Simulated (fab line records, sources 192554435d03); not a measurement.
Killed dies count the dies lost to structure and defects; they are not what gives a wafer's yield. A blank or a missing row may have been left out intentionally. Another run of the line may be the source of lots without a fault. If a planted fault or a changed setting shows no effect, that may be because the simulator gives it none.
Matching of chambers :: flow n5_finfet :: N5_BEOL_M7_ALD_77 on ald_metal-03: 4 sister chambers
The step deposits TaN, target thk 2 nm, pulse time 2 s, purge time 3 s. 8 wafers are shown with their chamber, then 10 later ones without.

## EACH WAFER AND ITS CHAMBER
wafer: L083.6
chamber: 3
heater_power_w (W): 329
heater_power_outer_w (W): 184

wafer: L085.1
chamber: 1
heater_power_w (W): 429
heater_power_outer_w (W): 227

wafer: L087.1
chamber: 0
heater_power_w (W): 381
heater_power_outer_w (W): 211

wafer: L090.1
chamber: 2
heater_power_w (W): 478
heater_power_outer_w (W): 263

wafer: L090.2
chamber: 0
heater_power_w (W): 374
heater_power_outer_w (W): 213

wafer: L090.5
chamber: 3
heater_power_w (W): 335
heater_power_outer_w (W): 182

wafer: L092.2
chamber: 2
heater_power_w (W): 485
heater_power_outer_w (W): 264

wafer: L092.3
chamber: 1
heater_power_w (W): 416
heater_power_outer_w (W): 231

## WAFERS WITHOUT THEIR CHAMBER
wafer: L092.4
heater_power_w (W): 329
heater_power_outer_w (W): 183

wafer: L093.1
heater_power_w (W): 474
heater_power_outer_w (W): 263

wafer: L093.3
heater_power_w (W): 336
heater_power_outer_w (W): 181

wafer: L093.6
heater_power_w (W): 329
heater_power_outer_w (W): 178

wafer: L095.1
heater_power_w (W): 326
heater_power_outer_w (W): 177

wafer: L095.3
heater_power_w (W): 473
heater_power_outer_w (W): 262

wafer: L095.4
heater_power_w (W): 385
heater_power_outer_w (W): 210

wafer: L096.1
heater_power_w (W): 373
heater_power_outer_w (W): 209

wafer: L096.3
heater_power_w (W): 486
heater_power_outer_w (W): 265

wafer: L096.5
heater_power_w (W): 477
heater_power_outer_w (W): 258

## WHICH CHAMBER EACH ONE RAN IN
wafer: L092.4
from the rows above: 3
in truth: 3

wafer: L093.1
from the rows above: 2
in truth: 2

wafer: L093.3
from the rows above: 3
in truth: 3

wafer: L093.6
from the rows above: 3
in truth: 3

wafer: L095.1
from the rows above: 3
in truth: 3

wafer: L095.3
from the rows above: 2
in truth: 2

wafer: L095.4
from the rows above: 0
in truth: 0

wafer: L096.1
from the rows above: 0
in truth: 0

wafer: L096.3
from the rows above: 2
in truth: 2

wafer: L096.5
from the rows above: 2
in truth: 2
Correctly placed: 10 of 10. Can't be placed from these rows: 0. Number placed wrongly: 0.
How it was worked out, from the rows above alone: a wafer's distance from a chamber is the root of the sum, over the readings, of the square of ((its reading less the chamber's mean) divided by the reading's scatter). If the next closest chamber is less than 2 further off than the closest, the wafer can't be placed; otherwise it belongs to the closest. For every chamber, the mean is computed from those of its wafers that are shown. The scatter is the square root of a quotient: the sum, over the shown wafers, of each reading's squared deviation from its chamber's mean, divided by wafers minus chambers.
